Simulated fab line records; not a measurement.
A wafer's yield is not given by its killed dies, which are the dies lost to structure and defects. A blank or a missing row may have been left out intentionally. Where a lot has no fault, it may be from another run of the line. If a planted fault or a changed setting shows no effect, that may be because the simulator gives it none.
fab line records | flow nand_harc | part 1 of 2: steps 1 to 27 of 38
[record] lots = 5 | wafers = 15 | last_day = 30
route steps=1302 shown P_ZERO_WELL@23
lots untouched by any fault: they come from a run of this same line in which no faults occurred
start_h: hours from the record's opening day to when the first of the lot's shown wafers began | wait_h: hours elapsed since this lot's preceding step | " same as the row above | L1.1+2: a row that stands for several wafers | - value missing, or start not given | * or withheld: withheld | < > ~ a bound
route shown NAME@n: a module of which the file shows steps, and the number in the route of the first | usual: mean and standard deviation over wafers with no fault | same: alike in all rows | chamber/n: place in a boat | sites: per-site readings | _std_site: standard deviation of those values | _edge_site: outer sites' mean less inner sites' | radius_mm: how far each site lies from the wafer's centre | mask NAME#n: copy n | behind: the most recent tool/chamber to have shaped the wafer | hold: cause of the lot's hold/its duration in hours/its outcome | device: the transistor (n, p or np) that didn't switch | end of line: at the end of the route, the tests of the same wafers | where a step has no rows: the recipe by itself | killed: at the first sort, the dies lost to defects and structure; wafer yield is something else | map: shows each die of a wafer: x if killed, . if not, _ if none is there
set.NAME: the setting the step ran with; set.NAME@STEP: the setting that earlier step ran with | model.NAME: the simulator's own value behind a step, which no gauge read
a table for each step, a row for each wafer; lots at some steps of the route
services: a tool's chamber out of use, with start hour (start_h, from the record's first day; less than 0 if before it), hours out, and reason
[[steps]]
[step NHARC_P_ZERO_WELL_COAT_18]
[recipe] spin_rpm = withheld
[usual] chill_plate_temp_C = 22.99/0.097
lot.wafer | tool           | chamber | start_h | wait_h | chill_plate_temp_C
L084.2    | litho_track-07 | 0       | -       | -      | 22.98
L084.3    | "              | 0       | "       | "      | 23.10
L084.5    | "              | 0       | "       | "      | 22.91
L085.1    | litho_track-02 | 0       | -       | -      | 23.10
L085.4    | "              | 0       | "       | "      | 23.03
L085.6    | "              | 0       | "       | "      | 23.03
L089.2    | litho_track-07 | 0       | -       | -      | 22.91
L089.3    | "              | 0       | "       | "      | 22.85
L089.5    | "              | 0       | "       | "      | 22.87
L090.2    | litho_track-07 | 0       | -       | -      | 22.88
L090.4    | "              | 0       | "       | "      | 22.92
L090.5    | "              | 0       | "       | "      | 22.97
L091.2    | litho_track-03 | 0       | -       | -      | 22.92
L091.3    | "              | 0       | "       | "      | 23.08
L091.4    | "              | 0       | "       | "      | 23.02
[step NHARC_P_ZERO_WELL_SOFTBAKE_19]
[recipe] temp_c = 122 | time_s = 95
[usual] chill_plate_temp_C = 22.99/0.11
lot.wafer | tool           | chamber | start_h | wait_h | chill_plate_temp_C
L084.2    | litho_track-07 | 0       | -       | -      | 22.98
L084.3    | "              | 0       | "       | "      | 22.83
L084.5    | "              | 0       | "       | "      | 22.92
L085.1    | litho_track-02 | 0       | -       | -      | 23.04
L085.4    | "              | 0       | "       | "      | 23.07
L085.6    | "              | 0       | "       | "      | 23.10
L089.2    | litho_track-07 | 0       | -       | -      | 23.08
L089.3    | "              | 0       | "       | "      | 23.05
L089.5    | "              | 0       | "       | "      | 22.89
L090.2    | litho_track-07 | 0       | -       | -      | 23.04
L090.4    | "              | 0       | "       | "      | 23.14
L090.5    | "              | 0       | "       | "      | 23.00
L091.2    | litho_track-03 | 0       | -       | -      | 22.99
L091.3    | "              | 0       | "       | "      | 22.86
L091.4    | "              | 0       | "       | "      | 22.87
[step NHARC_P_ZERO_WELL_EBR_20]
[usual] chill_plate_temp_C = 23.01/0.1
lot.wafer | tool           | chamber | start_h | wait_h | chill_plate_temp_C
L084.2    | litho_track-07 | 0       | -       | -      | 22.88
L084.3    | "              | 0       | "       | "      | 22.89
L084.5    | "              | 0       | "       | "      | 22.90
L085.1    | litho_track-02 | 0       | -       | -      | 22.80
L085.4    | "              | 0       | "       | "      | 22.98
L085.6    | "              | 0       | "       | "      | 22.95
L089.2    | litho_track-07 | 0       | -       | -      | 23.12
L089.3    | "              | 0       | "       | "      | 23.10
L089.5    | "              | 0       | "       | "      | 22.99
L090.2    | litho_track-07 | 0       | -       | -      | 22.93
L090.4    | "              | 0       | "       | "      | 22.95
L090.5    | "              | 0       | "       | "      | 22.98
L091.2    | litho_track-03 | 0       | -       | -      | 22.81
L091.3    | "              | 0       | "       | "      | 22.87
L091.4    | "              | 0       | "       | "      | 22.85
[step NHARC_P_ZERO_WELL_EXPOSE_21]
[recipe] na = 0.6 | target_cd_nm = 720 | dose_mj = 22.31 | mask_id = P_NWELL
[usual] focus_offset_nm = 0.1/0.51
lot.wafer | tool           | chamber | start_h | wait_h | mask      | focus_offset_nm
L084.2    | krf_scanner-04 | 0       | 122.32  | -      | P_NWELL#0 | 0.0
L084.3    | "              | 0       | "       | "      | P_NWELL#0 | -0.1
L084.5    | "              | 0       | "       | "      | P_NWELL#0 | 1.0
L085.1    | krf_scanner-01 | 0       | 132.59  | -      | P_NWELL#0 | -0.1
L085.4    | "              | 0       | "       | "      | P_NWELL#0 | 1.1
L085.6    | "              | 0       | "       | "      | P_NWELL#0 | 0.6
L089.2    | krf_scanner-01 | 0       | 172.45  | -      | P_NWELL#0 | -1.1
L089.3    | "              | 0       | "       | "      | P_NWELL#0 | -0.2
L089.5    | "              | 0       | "       | "      | P_NWELL#0 | -0.2
L090.2    | krf_scanner-01 | 0       | 182.87  | -      | P_NWELL#0 | 0.0
L090.4    | "              | 0       | "       | "      | P_NWELL#0 | -0.4
L090.5    | "              | 0       | "       | "      | P_NWELL#0 | 0.2
L091.2    | krf_scanner-01 | 0       | 192.30  | -      | P_NWELL#0 | -0.1
L091.3    | "              | 0       | "       | "      | P_NWELL#0 | 0.2
L091.4    | "              | 0       | "       | "      | P_NWELL#0 | 0.0
[step NHARC_P_ZERO_WELL_PEB_22]
[recipe] peb_temp_c = 118 | peb_time_s = 85
[usual] chill_plate_temp_C = 23.03/0.1
lot.wafer | tool           | chamber | start_h | wait_h | chill_plate_temp_C
L084.2    | litho_track-02 | 0       | 122.38  | 0.1    | 23.19
L084.3    | "              | 0       | "       | "      | 23.17
L084.5    | "              | 0       | "       | "      | 23.17
L085.1    | litho_track-02 | 0       | 132.66  | 0.1    | 22.94
L085.4    | "              | 0       | "       | "      | 23.07
L085.6    | "              | 0       | "       | "      | 22.98
L089.2    | litho_track-02 | 0       | 172.51  | 0.1    | 23.05
L089.3    | "              | 0       | "       | "      | 23.04
L089.5    | "              | 0       | "       | "      | 23.07
L090.2    | litho_track-03 | 0       | 182.93  | 0.1    | 22.99
L090.4    | "              | 0       | "       | "      | 23.12
L090.5    | "              | 0       | "       | "      | 22.92
L091.2    | litho_track-03 | 0       | 192.36  | 0.1    | 23.14
L091.3    | "              | 0       | "       | "      | 22.93
L091.4    | "              | 0       | "       | "      | 23.12
[step NHARC_P_ZERO_WELL_DEVELOP_23]
[recipe] time_s = 70
[usual] chill_plate_temp_C = 23.02/0.1
lot.wafer | tool           | chamber | start_h | wait_h | chill_plate_temp_C
L084.2    | litho_track-02 | 0       | -       | -      | 22.95
L084.3    | "              | 0       | "       | "      | 22.85
L084.5    | "              | 0       | "       | "      | 22.88
L085.1    | litho_track-02 | 0       | -       | -      | 23.12
L085.4    | "              | 0       | "       | "      | 23.01
L085.6    | "              | 0       | "       | "      | 23.14
L089.2    | litho_track-02 | 0       | -       | -      | 22.99
L089.3    | "              | 0       | "       | "      | 23.09
L089.5    | "              | 0       | "       | "      | 23.17
L090.2    | litho_track-03 | 0       | -       | -      | 23.02
L090.4    | "              | 0       | "       | "      | 23.10
L090.5    | "              | 0       | "       | "      | 23.11
L091.2    | litho_track-03 | 0       | -       | -      | 23.05
L091.3    | "              | 0       | "       | "      | 23.02
L091.4    | "              | 0       | "       | "      | 22.89
[step NHARC_P_ZERO_WELL_CD_MEAS_24]
[recipe] target_cd_nm = 720 | landing_energy_ev = 500
[usual] cd_nm = 719.6/2.5
lot.wafer | tool      | chamber | start_h | wait_h | cd_nm
L084.2    | cd_sem-02 | 0       | 122.47  | -      | 716.2
L084.3    | "         | 0       | "       | "      | 718.4
L084.5    | "         | 0       | "       | "      | 715.2
L085.1    | cd_sem-01 | 0       | 132.75  | -      | 715.0
L085.4    | "         | 0       | "       | "      | 717.3
L085.6    | "         | 0       | "       | "      | 717.0
L089.2    | cd_sem-03 | 0       | 172.60  | -      | 715.5
L089.3    | "         | 0       | "       | "      | 718.0
L089.5    | "         | 0       | "       | "      | 715.3
L090.2    | cd_sem-02 | 0       | 183.02  | -      | 720.4
L090.4    | "         | 0       | "       | "      | 719.8
L090.5    | "         | 0       | "       | "      | 722.3
L091.2    | cd_sem-03 | 0       | 192.46  | -      | 721.9
L091.3    | "         | 0       | "       | "      | 722.8
L091.4    | "         | 0       | "       | "      | 720.3
[step NHARC_P_ZERO_WELL_HARDBAKE_25]
[recipe] temp_c = 125 | time_s = 80
[usual] chill_plate_temp_C = 22.97/0.11
lot.wafer | tool           | chamber | start_h | wait_h | chill_plate_temp_C
L084.2    | litho_track-07 | 0       | 122.55  | -      | 23.04
L084.3    | "              | 0       | "       | "      | 22.94
L084.5    | "              | 0       | "       | "      | 23.16
L085.1    | litho_track-03 | 0       | 132.83  | -      | 22.89
L085.4    | "              | 0       | "       | "      | 22.94
L085.6    | "              | 0       | "       | "      | 23.10
L089.2    | litho_track-03 | 0       | 172.68  | -      | 23.01
L089.3    | "              | 0       | "       | "      | 23.05
L089.5    | "              | 0       | "       | "      | 23.08
L090.2    | litho_track-02 | 0       | 183.10  | -      | 22.97
L090.4    | "              | 0       | "       | "      | 23.01
L090.5    | "              | 0       | "       | "      | 22.92
L091.2    | litho_track-02 | 0       | 192.54  | -      | 22.83
L091.3    | "              | 0       | "       | "      | 22.97
L091.4    | "              | 0       | "       | "      | 22.91
[step NHARC_P_ZERO_WELL_DESCUM_26]
[recipe] time_s = 3 | o2_flow_sccm = 200 | ar_flow_sccm = 0 | bias_power_w = 0 | chemistry = O2
[usual] drypump_motor_current_A = 5.9/0.52 | oes_product_au = 1.000/0.012 | rf_vpp_V = 57.7/0.9 | showerhead_plenum_p_Torr = 1.90/0.083 | throttle_valve_pct = 11.311/0.0083
lot.wafer | tool        | chamber | start_h | wait_h | drypump_motor_current_A | oes_product_au | rf_hours_counter_h | rf_vpp_V | showerhead_plenum_p_Torr | throttle_valve_pct
L084.2    | rie_diel-05 | 1       | 122.63  | -      | 5.1                     | 1.014          | 25                 | 56.9     | 1.89                     | 11.305
L084.3    | "           | 0       | "       | "      | 5.8                     | 1.015          | 19                 | 57.8     | 1.98                     | 11.298
L084.5    | "           | 2       | "       | "      | 5.5                     | 1.019          | -                  | 59.7     | 1.90                     | 11.303
L085.1    | rie_diel-10 | 3       | 132.93  | -      | 6.1                     | 1.005          | 21                 | 58.1     | 1.94                     | 11.305
L085.4    | "           | 0       | "       | "      | 6.1                     | 0.984          | 23                 | 57.9     | 1.81                     | 11.308
L085.6    | "           | 1       | "       | "      | 5.2                     | 1.006          | -                  | 59.7     | 2.01                     | 11.307
L089.2    | rie_diel-04 | 1       | 172.76  | -      | 6.6                     | 1.000          | 46                 | 57.7     | 1.98                     | 11.290
L089.3    | "           | 2       | "       | "      | 5.8                     | 0.992          | 50                 | 57.3     | 1.81                     | 11.311
L089.5    | "           | 2       | "       | "      | 5.8                     | 0.980          | -                  | 57.6     | 1.81                     | 11.305
L090.4    | rie_diel-05 | 2       | 183.21  | -      | 5.6                     | 0.996          | 43                 | 58.5     | 1.90                     | 11.321
L090.2    | "           | 3       | "       | "      | 5.7                     | 0.992          | 43                 | 57.7     | 1.77                     | 11.324
L090.5    | "           | 0       | "       | "      | 5.8                     | 1.002          | -                  | 57.8     | 1.97                     | 11.292
L091.3    | rie_diel-10 | 3       | 192.61  | -      | 6.1                     | 0.980          | 39                 | 58.2     | 1.93                     | 11.320
L091.2    | "           | 1       | "       | "      | 5.2                     | 1.014          | 39                 | 57.2     | 2.00                     | 11.312
L091.4    | "           | 2       | "       | "      | 5.5                     | 0.986          | 36                 | 58.2     | 1.80                     | 11.314
[step NHARC_P_ZERO_WELL_IMPLANT_27]
[recipe] energy_kev = 600 | dose_cm2 = 1e+13 | tilt_deg = 7
lot.wafer  | tool         | chamber | start_h | wait_h
L084.2+3+5 | implanter-02 | 0       | 122.81  | 0.2
L085.1+4+6 | implanter-01 | 0       | 133.05  | 0.1
L089.2+3+5 | implanter-01 | 0       | 172.93  | 0.2
L090.2+4+5 | implanter-01 | 0       | 183.36  | 0.1
L091.2+3+4 | implanter-01 | 0       | 192.79  | 0.1
[step NHARC_P_ZERO_WELL_IMPLANT_57]
[recipe] energy_kev = 250 | dose_cm2 = 4e+12 | tilt_deg = 7
lot.wafer  | tool         | chamber | start_h | wait_h
L084.2+3+5 | implanter-02 | 0       | 122.99  | 0.2
L085.1+4+6 | implanter-01 | 0       | 133.24  | 0.2
L089.2+3+5 | implanter-01 | 0       | 173.11  | 0.1
L090.2+4+5 | implanter-01 | 0       | 183.54  | 0.1
L091.2+3+4 | implanter-01 | 0       | 192.97  | 0.2
[step NHARC_P_ZERO_WELL_IMPLANT_58]
[recipe] energy_kev = 100 | dose_cm2 = 2e+12 | tilt_deg = 7
lot.wafer  | tool         | chamber | start_h | wait_h
L084.2+3+5 | implanter-02 | 0       | 123.17  | 0.2
L085.1+4+6 | implanter-01 | 0       | 133.41  | 0.1
L089.2+3+5 | implanter-01 | 0       | 173.29  | 0.1
L090.2+4+5 | implanter-01 | 0       | 183.72  | 0.2
L091.2+3+4 | implanter-01 | 0       | 193.15  | 0.2
[step NHARC_P_ZERO_WELL_STRIP_28]
[recipe] time_s = 840 | temp_c = 130 | chemistry = SPM
[usual] bath_guard_temp_C = 130.0/0.47 | temp_c = 130.00/0.15
lot.wafer | tool         | chamber | start_h | wait_h | bath_guard_temp_C | temp_c
L084.5    | wet_bench-07 | 0       | 123.36  | 0.1    | 130.3             | 129.85
L084.2    | "            | 2       | "       | "      | 128.9             | 129.98
L084.3    | "            | 3       | "       | "      | 128.9             | 129.87
L085.4    | wet_bench-02 | 5       | 133.65  | 0.1    | 130.5             | 130.24
L085.1    | "            | 7       | "       | "      | 130.1             | 129.74
L085.6    | "            | 1       | "       | "      | 129.1             | 130.27
L089.2    | wet_bench-06 | 4       | 173.48  | 0.2    | 130.3             | 130.01
L089.3    | "            | 5       | "       | "      | 130.0             | 130.13
L089.5    | "            | 1       | "       | "      | 129.6             | 129.89
L090.4    | wet_bench-02 | 3       | 183.90  | 0.1    | 130.3             | 130.01
L090.2    | "            | 6       | "       | "      | 129.9             | 130.11
L090.5    | "            | 7       | "       | "      | 129.9             | 130.14
L091.3    | wet_bench-06 | 3       | 193.34  | 0.1    | 129.9             | 129.86
L091.2    | "            | 4       | "       | "      | 130.5             | 129.81
L091.4    | "            | 5       | "       | "      | 130.2             | 130.15
[step NHARC_P_ZERO_WELL_DEHYDRATE_29]
[recipe] temp_c = 150 | time_s = 120
[usual] chill_plate_temp_C = 22.99/0.1
lot.wafer | tool           | chamber | start_h | wait_h | chill_plate_temp_C
L084.2    | litho_track-07 | 0       | 123.70  | -      | 22.86
L084.3    | "              | 0       | "       | "      | 22.92
L084.5    | "              | 0       | "       | "      | 23.03
L085.1    | litho_track-02 | 0       | 133.98  | -      | 23.05
L085.4    | "              | 0       | "       | "      | 23.01
L085.6    | "              | 0       | "       | "      | 22.99
L089.2    | litho_track-03 | 0       | 173.81  | -      | 22.84
L089.3    | "              | 0       | "       | "      | 22.97
L089.5    | "              | 0       | "       | "      | 22.92
L090.2    | litho_track-03 | 0       | 184.24  | -      | 23.01
L090.4    | "              | 0       | "       | "      | 22.91
L090.5    | "              | 0       | "       | "      | 23.04
L091.2    | litho_track-02 | 0       | 193.67  | -      | 23.01
L091.3    | "              | 0       | "       | "      | 23.03
L091.4    | "              | 0       | "       | "      | 23.08
[step NHARC_P_ZERO_WELL_HMDS_30]
[recipe] time_s = 30
[usual] chill_plate_temp_C = 23.02/0.11
lot.wafer | tool           | chamber | start_h | wait_h | chill_plate_temp_C
L084.2    | litho_track-07 | 0       | -       | -      | 23.01
L084.3    | "              | 0       | "       | "      | 23.02
L084.5    | "              | 0       | "       | "      | 22.91
L085.1    | litho_track-02 | 0       | -       | -      | 22.88
L085.4    | "              | 0       | "       | "      | 23.03
L085.6    | "              | 0       | "       | "      | 23.03
L089.2    | litho_track-03 | 0       | -       | -      | 22.99
L089.3    | "              | 0       | "       | "      | 23.02
L089.5    | "              | 0       | "       | "      | 23.04
L090.2    | litho_track-03 | 0       | -       | -      | 23.01
L090.4    | "              | 0       | "       | "      | 22.92
L090.5    | "              | 0       | "       | "      | 23.05
L091.2    | litho_track-02 | 0       | -       | -      | 22.82
L091.3    | "              | 0       | "       | "      | 22.96
L091.4    | "              | 0       | "       | "      | 23.13
[step NHARC_P_ZERO_WELL_COAT_31]
[recipe] spin_rpm = withheld
[usual] chill_plate_temp_C = 23.01/0.11
lot.wafer | tool           | chamber | start_h | wait_h | chill_plate_temp_C
L084.2    | litho_track-07 | 0       | -       | -      | 23.09
L084.3    | "              | 0       | "       | "      | 22.98
L084.5    | "              | 0       | "       | "      | 23.13
L085.1    | litho_track-02 | 0       | -       | -      | 23.25
L085.4    | "              | 0       | "       | "      | 23.05
L085.6    | "              | 0       | "       | "      | 23.08
L089.2    | litho_track-03 | 0       | -       | -      | 22.96
L089.3    | "              | 0       | "       | "      | 22.93
L089.5    | "              | 0       | "       | "      | 22.99
L090.2    | litho_track-03 | 0       | -       | -      | 22.88
L090.4    | "              | 0       | "       | "      | 22.94
L090.5    | "              | 0       | "       | "      | 22.95
L091.2    | litho_track-02 | 0       | -       | -      | 23.26
L091.3    | "              | 0       | "       | "      | 23.16
L091.4    | "              | 0       | "       | "      | 23.32
[step NHARC_P_ZERO_WELL_SOFTBAKE_32]
[recipe] temp_c = 122 | time_s = 95
[usual] chill_plate_temp_C = 23.01/0.092
lot.wafer | tool           | chamber | start_h | wait_h | chill_plate_temp_C
L084.2    | litho_track-07 | 0       | -       | -      | 23.00
L084.3    | "              | 0       | "       | "      | 22.97
L084.5    | "              | 0       | "       | "      | 23.06
L085.1    | litho_track-02 | 0       | -       | -      | 23.02
L085.4    | "              | 0       | "       | "      | 22.87
L085.6    | "              | 0       | "       | "      | 22.77
L089.2    | litho_track-03 | 0       | -       | -      | 22.95
L089.3    | "              | 0       | "       | "      | 23.06
L089.5    | "              | 0       | "       | "      | 22.94
L090.2    | litho_track-03 | 0       | -       | -      | 22.96
L090.4    | "              | 0       | "       | "      | 23.05
L090.5    | "              | 0       | "       | "      | 23.05
L091.2    | litho_track-02 | 0       | -       | -      | 23.10
L091.3    | "              | 0       | "       | "      | 22.99
L091.4    | "              | 0       | "       | "      | 22.92
[step NHARC_P_ZERO_WELL_EBR_33]
[usual] chill_plate_temp_C = 22.96/0.11
lot.wafer | tool           | chamber | start_h | wait_h | chill_plate_temp_C
L084.2    | litho_track-07 | 0       | -       | -      | 22.90
L084.3    | "              | 0       | "       | "      | 22.98
L084.5    | "              | 0       | "       | "      | 22.89
L085.1    | litho_track-02 | 0       | -       | -      | 22.90
L085.4    | "              | 0       | "       | "      | 22.97
L085.6    | "              | 0       | "       | "      | 22.99
L089.2    | litho_track-03 | 0       | -       | -      | 23.09
L089.3    | "              | 0       | "       | "      | 23.01
L089.5    | "              | 0       | "       | "      | 22.94
L090.2    | litho_track-03 | 0       | -       | -      | 23.16
L090.4    | "              | 0       | "       | "      | 23.13
L090.5    | "              | 0       | "       | "      | 23.19
L091.2    | litho_track-02 | 0       | -       | -      | 22.97
L091.3    | "              | 0       | "       | "      | 22.98
L091.4    | "              | 0       | "       | "      | 22.94
[step NHARC_P_ZERO_WELL_EXPOSE_34]
[recipe] na = 0.6 | target_cd_nm = 720 | dose_mj = 22.31 | mask_id = P_PWELL
[usual] focus_offset_nm = -0.1/0.51
lot.wafer | tool           | chamber | start_h | wait_h | mask      | focus_offset_nm
L084.2    | krf_scanner-04 | 0       | 123.97  | -      | P_PWELL#0 | -0.5
L084.3    | "              | 0       | "       | "      | P_PWELL#0 | -0.9
L084.5    | "              | 0       | "       | "      | P_PWELL#0 | -0.6
L085.1    | krf_scanner-04 | 0       | 134.13  | -      | P_PWELL#0 | -0.4
L085.4    | "              | 0       | "       | "      | P_PWELL#0 | -0.2
L085.6    | "              | 0       | "       | "      | P_PWELL#0 | -0.3
L089.2    | krf_scanner-02 | 0       | 174.09  | -      | P_PWELL#0 | 0.2
L089.3    | "              | 0       | "       | "      | P_PWELL#0 | 0.7
L089.5    | "              | 0       | "       | "      | P_PWELL#0 | 1.1
L090.2    | krf_scanner-02 | 0       | 184.39  | -      | P_PWELL#0 | 0.4
L090.4    | "              | 0       | "       | "      | P_PWELL#0 | 0.4
L090.5    | "              | 0       | "       | "      | P_PWELL#0 | -0.3
L091.2    | krf_scanner-04 | 0       | 193.94  | -      | P_PWELL#0 | 0.3
L091.3    | "              | 0       | "       | "      | P_PWELL#0 | 0.3
L091.4    | "              | 0       | "       | "      | P_PWELL#0 | 0.2
[step NHARC_P_ZERO_WELL_PEB_35]
[recipe] peb_temp_c = 118 | peb_time_s = 85
[usual] chill_plate_temp_C = 22.98/0.094
lot.wafer | tool           | chamber | start_h | wait_h | chill_plate_temp_C
L084.2    | litho_track-03 | 0       | 124.04  | 0.1    | 22.92
L084.3    | "              | 0       | "       | "      | 23.04
L084.5    | "              | 0       | "       | "      | 23.01
L085.1    | litho_track-03 | 0       | 134.19  | 0.1    | 23.11
L085.4    | "              | 0       | "       | "      | 22.87
L085.6    | "              | 0       | "       | "      | 22.97
L089.2    | litho_track-03 | 0       | 174.15  | 0.1    | 22.87
L089.3    | "              | 0       | "       | "      | 23.03
L089.5    | "              | 0       | "       | "      | 22.89
L090.2    | litho_track-02 | 0       | 184.45  | 0.1    | 23.11
L090.4    | "              | 0       | "       | "      | 23.05
L090.5    | "              | 0       | "       | "      | 23.05
L091.2    | litho_track-03 | 0       | 194.00  | 0.1    | 22.97
L091.3    | "              | 0       | "       | "      | 22.92
L091.4    | "              | 0       | "       | "      | 23.04
[step NHARC_P_ZERO_WELL_DEVELOP_36]
[recipe] time_s = 70
[usual] chill_plate_temp_C = 23.04/0.11
lot.wafer | tool           | chamber | start_h | wait_h | chill_plate_temp_C
L084.2    | litho_track-03 | 0       | -       | -      | 23.13
L084.3    | "              | 0       | "       | "      | 22.88
L084.5    | "              | 0       | "       | "      | 22.81
L085.1    | litho_track-03 | 0       | -       | -      | 23.22
L085.4    | "              | 0       | "       | "      | 23.23
L085.6    | "              | 0       | "       | "      | 23.06
L089.2    | litho_track-03 | 0       | -       | -      | 23.11
L089.3    | "              | 0       | "       | "      | 23.04
L089.5    | "              | 0       | "       | "      | 23.13
L090.2    | litho_track-02 | 0       | -       | -      | 22.90
L090.4    | "              | 0       | "       | "      | 22.99
L090.5    | "              | 0       | "       | "      | 22.97
L091.2    | litho_track-03 | 0       | -       | -      | 23.07
L091.3    | "              | 0       | "       | "      | 22.92
L091.4    | "              | 0       | "       | "      | 22.95
[step NHARC_P_ZERO_WELL_CD_MEAS_37]
[recipe] target_cd_nm = 720 | landing_energy_ev = 500
[usual] cd_nm = 720.0/1.8
lot.wafer | tool      | chamber | start_h | wait_h | cd_nm
L084.2    | cd_sem-03 | 0       | 124.13  | -      | 723.2
L084.3    | "         | 0       | "       | "      | 718.7
L084.5    | "         | 0       | "       | "      | 717.4
L085.1    | cd_sem-01 | 0       | 134.28  | -      | 716.9
L085.4    | "         | 0       | "       | "      | 717.9
L085.6    | "         | 0       | "       | "      | 722.0
L089.2    | cd_sem-01 | 0       | 174.24  | -      | 721.9
L089.3    | "         | 0       | "       | "      | 719.9
L089.5    | "         | 0       | "       | "      | 717.8
L090.2    | cd_sem-02 | 0       | 184.54  | -      | 718.6
L090.4    | "         | 0       | "       | "      | 718.2
L090.5    | "         | 0       | "       | "      | 720.9
L091.2    | cd_sem-03 | 0       | 194.10  | -      | 720.3
L091.3    | "         | 0       | "       | "      | 720.5
L091.4    | "         | 0       | "       | "      | 723.2
[step NHARC_P_ZERO_WELL_HARDBAKE_38]
[recipe] temp_c = 125 | time_s = 80
[usual] chill_plate_temp_C = 23.00/0.11
lot.wafer | tool           | chamber | start_h | wait_h | chill_plate_temp_C
L084.2    | litho_track-07 | 0       | 124.21  | -      | 22.96
L084.3    | "              | 0       | "       | "      | 22.84
L084.5    | "              | 0       | "       | "      | 22.94
L085.1    | litho_track-03 | 0       | 134.36  | -      | 23.10
L085.4    | "              | 0       | "       | "      | 23.00
L085.6    | "              | 0       | "       | "      | 23.13
L089.2    | litho_track-02 | 0       | 174.32  | -      | 23.10
L089.3    | "              | 0       | "       | "      | 23.09
L089.5    | "              | 0       | "       | "      | 22.91
L090.2    | litho_track-03 | 0       | 184.62  | -      | 22.89
L090.4    | "              | 0       | "       | "      | 22.82
L090.5    | "              | 0       | "       | "      | 22.94
L091.2    | litho_track-07 | 0       | 194.18  | -      | 23.01
L091.3    | "              | 0       | "       | "      | 23.09
L091.4    | "              | 0       | "       | "      | 23.01
[step NHARC_P_ZERO_WELL_DESCUM_39]
[recipe] time_s = 3 | o2_flow_sccm = 200 | ar_flow_sccm = 0 | bias_power_w = 0 | chemistry = O2
[usual] drypump_motor_current_A = 5.8/0.48 | oes_product_au = 1.001/0.011 | rf_vpp_V = 57.8/0.97 | showerhead_plenum_p_Torr = 1.90/0.082 | throttle_valve_pct = 11.310/0.0083
lot.wafer | tool        | chamber | start_h | wait_h | drypump_motor_current_A | oes_product_au | rf_hours_counter_h | rf_vpp_V | showerhead_plenum_p_Torr | throttle_valve_pct
L084.2    | rie_diel-10 | 3       | 124.31  | -      | 6.1                     | 0.999          | 18                 | 56.7     | 1.94                     | 11.304
L084.3    | "           | 0       | "       | "      | 6.2                     | 0.991          | 18                 | 58.1     | 1.81                     | 11.296
L084.5    | "           | 1       | "       | "      | 5.2                     | 1.013          | -                  | 56.8     | 2.01                     | 11.295
L085.4    | rie_diel-05 | 2       | 134.46  | -      | 5.5                     | 1.005          | 29                 | 57.5     | 1.90                     | 11.300
L085.1    | "           | 0       | "       | "      | 5.8                     | 1.018          | 21                 | 58.0     | 1.98                     | 11.307
L085.6    | "           | 1       | "       | "      | 5.1                     | 1.015          | -                  | 57.4     | 1.88                     | 11.313
L089.3    | rie_diel-05 | 2       | 174.41  | -      | 5.5                     | 1.010          | 40                 | 57.9     | 1.90                     | 11.314
L089.2    | "           | 0       | "       | "      | 5.8                     | 1.011          | 37                 | 59.0     | 1.97                     | 11.304
L089.5    | "           | 1       | "       | "      | 5.1                     | 1.006          | -                  | 57.7     | 1.88                     | 11.311
L090.2    | rie_diel-10 | 3       | 184.70  | -      | 6.1                     | 0.984          | 34                 | 56.6     | 1.93                     | 11.321
L090.4    | "           | 1       | "       | "      | 5.2                     | 1.029          | 35                 | 56.3     | 2.01                     | 11.311
L090.5    | "           | 3       | "       | "      | 6.1                     | 0.992          | -                  | 57.5     | 1.93                     | 11.321
L091.3    | rie_diel-04 | 1       | 194.25  | -      | 6.6                     | 0.981          | 1                  | 58.2     | 1.98                     | 11.306
L091.4    | "           | 3       | "       | "      | 6.6                     | 0.991          | 2                  | 59.0     | 1.99                     | 11.300
L091.2    | "           | 0       | "       | "      | 5.3                     | 1.006          | 2                  | 58.1     | 1.81                     | 11.313
[step NHARC_P_ZERO_WELL_IMPLANT_40]
[recipe] energy_kev = 300 | dose_cm2 = 1e+13 | tilt_deg = 7
lot.wafer  | tool         | chamber | start_h | wait_h
L084.2+3+5 | implanter-01 | 0       | 124.47  | 0.1
L085.1+4+6 | implanter-02 | 0       | 134.60  | 0.1
L089.2+3+5 | implanter-02 | 0       | 174.58  | 0.1
L090.2+4+5 | implanter-02 | 0       | 184.87  | 0.2
L091.2+3+4 | implanter-01 | 0       | 194.43  | 0.1
[step NHARC_P_ZERO_WELL_IMPLANT_59]
[recipe] energy_kev = 120 | dose_cm2 = 5e+12 | tilt_deg = 7
lot.wafer  | tool         | chamber | start_h | wait_h
L084.2+3+5 | implanter-01 | 0       | 124.65  | 0.1
L085.1+4+6 | implanter-02 | 0       | 134.78  | 0.1
L089.2+3+5 | implanter-02 | 0       | 174.76  | 0.2
L090.2+4+5 | implanter-02 | 0       | 185.05  | 0.1
L091.2+3+4 | implanter-01 | 0       | 194.61  | 0.1
[step NHARC_P_ZERO_WELL_IMPLANT_60]
[recipe] energy_kev = 30 | dose_cm2 = 2e+12 | tilt_deg = 7
lot.wafer  | tool         | chamber | start_h | wait_h
L084.2+3+5 | implanter-01 | 0       | 124.83  | 0.2
L085.1+4+6 | implanter-02 | 0       | 134.96  | 0.2
L089.2+3+5 | implanter-02 | 0       | 174.94  | 0.1
L090.2+4+5 | implanter-02 | 0       | 185.23  | 0.2
L091.2+3+4 | implanter-01 | 0       | 194.79  | 0.2
